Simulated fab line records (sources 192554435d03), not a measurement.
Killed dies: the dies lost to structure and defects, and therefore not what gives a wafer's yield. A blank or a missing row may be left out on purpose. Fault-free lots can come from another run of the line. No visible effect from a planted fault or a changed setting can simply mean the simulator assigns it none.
Comparing a struck lot with a sound one :: flow n5Finfet :: 15 out of 1938 route steps
Sound: the wafers L462.1, L462.3, L462.6. Struck: wafer L466.5. (L466.3 of the same lot was not struck and is left out.) The cause comes at the end.
Per side, at each step with rows, come the tool, then ch with its chambers, and then its first start. Under that, the readings that differ: sound wafers :: struck wafers :: difference of the means :: sigmas: that difference in standard deviations of wafers without a fault.
alike: a reading whose means differ by less than 2 such deviations, as well as words and numbers matching on both sides. not compared: withheld readings; readings where some wafer has no value; bounds like >300 that might hide an equal value; numbers whose values overlap and for which the record gives no deviation.
A row with sigmas, a row that says differs or no value, or rows on one side alone: a step with any of these is where the two part. Non-overlapping numbers with no deviation appear without sigmas and do not part them. A reading that every wafer of one side lacks parts them only if that side has two wafers or more.

first, 7 steps without rows for these wafers: N5_BEOL_M12_COAT_22 (resist thk 300 nm); N5_BEOL_M12_EBR_24; N5_BEOL_M12_SOFTBAKE_23 (time 60 s); N5_BEOL_M12_EXPOSE_25 (exposes mask M12); N5_BEOL_M12_PEB_26 (peb time 90 s); N5_BEOL_M12_DEVELOP_27 (develop time 45 s); N5_BEOL_M12_HARDBAKE_32 (time 120 s).
N5_BEOL_M12_CD_MEAS_28: the cd target is 160.2 nm.
  sound on cdSem-02 ch 0, day 13 06:28; struck on cdSem-03 ch 0, day 13 17:00
  alike: cdNm
N5_BEOL_M12_OVL_MEAS_29:
  sound on overlay-02 ch 0, day 13 06:30; struck on overlay-01 ch 0, day 13 17:02
  alike: M12_OVL
N5_BEOL_M12_INSPECT_30: inspects for defects (macro).
  sound on defectInspect-01, day 13 06:31; struck on defectInspect-02, day 13 17:03
reading: rawDefectCount
sound: 6 3 2
struck: 0
difference: -4
sigmas: -2
N5_BEOL_M12_DESCUM_33: chemistry O2, time 7.9 s.
  sound on rieDiel-02 ch 0,1, day 13 06:34; struck on rieDiel-02 ch 0, day 13 17:05
  alike: drypumpMotorCurrentA, oesProductAu, rfVppV, showerheadPlenumPTorr, throttleValvePct
  not compared: rfHoursCounterH
N5_BEOL_M12_ETCH_67: etches SiARC in CF4, target depth 143 nm, time 238.3 s.
  sound on rieDiel-02 ch 0,1, day 13 06:35; struck on rieDiel-02 ch 0, day 13 17:07
  alike: drypumpMotorCurrentA, etchRfOnTimeS, mfcArSccm, oesProductAu, rfVppV, showerheadPlenumPTorr, throttleValvePct
  not compared: rfHoursCounterH
N5_BEOL_M12_ETCH_68: etches SOC in N2/H2, time 285 s.
  sound on rieDiel-02 ch 0,1, day 13 06:44; struck on rieDiel-02 ch 0, day 13 17:16
reading: runLengthS (s)
sound: 308.4 308.5 308.3
struck: 321.2
difference: +12.8
sigmas: +26

reading: model.SiARC_of_BEOL_M12_COAT_66.thkNm (nm)
sound: 86.2 86.4 86.2
struck: 85
difference: -1
sigmas: 
  alike: drypumpMotorCurrentA, oesProductAu, rfVppV, showerheadPlenumPTorr, throttleValvePct
  not compared: rfHoursCounterH
then, 1 step without rows for these wafers: N5_BEOL_M12_STRIP_69 (strips in N2/H2).
N5_PASSIVATION_PROBE_49:
  sound wafers here have rows in the record (prober-02, day 15 07:06); struck ones have none

## WHERE THEY PART
Earliest at N5_BEOL_M12_INSPECT_30; latest, in this record, at N5_PASSIVATION_PROBE_49.

WHY: whatever the simulator had introduced
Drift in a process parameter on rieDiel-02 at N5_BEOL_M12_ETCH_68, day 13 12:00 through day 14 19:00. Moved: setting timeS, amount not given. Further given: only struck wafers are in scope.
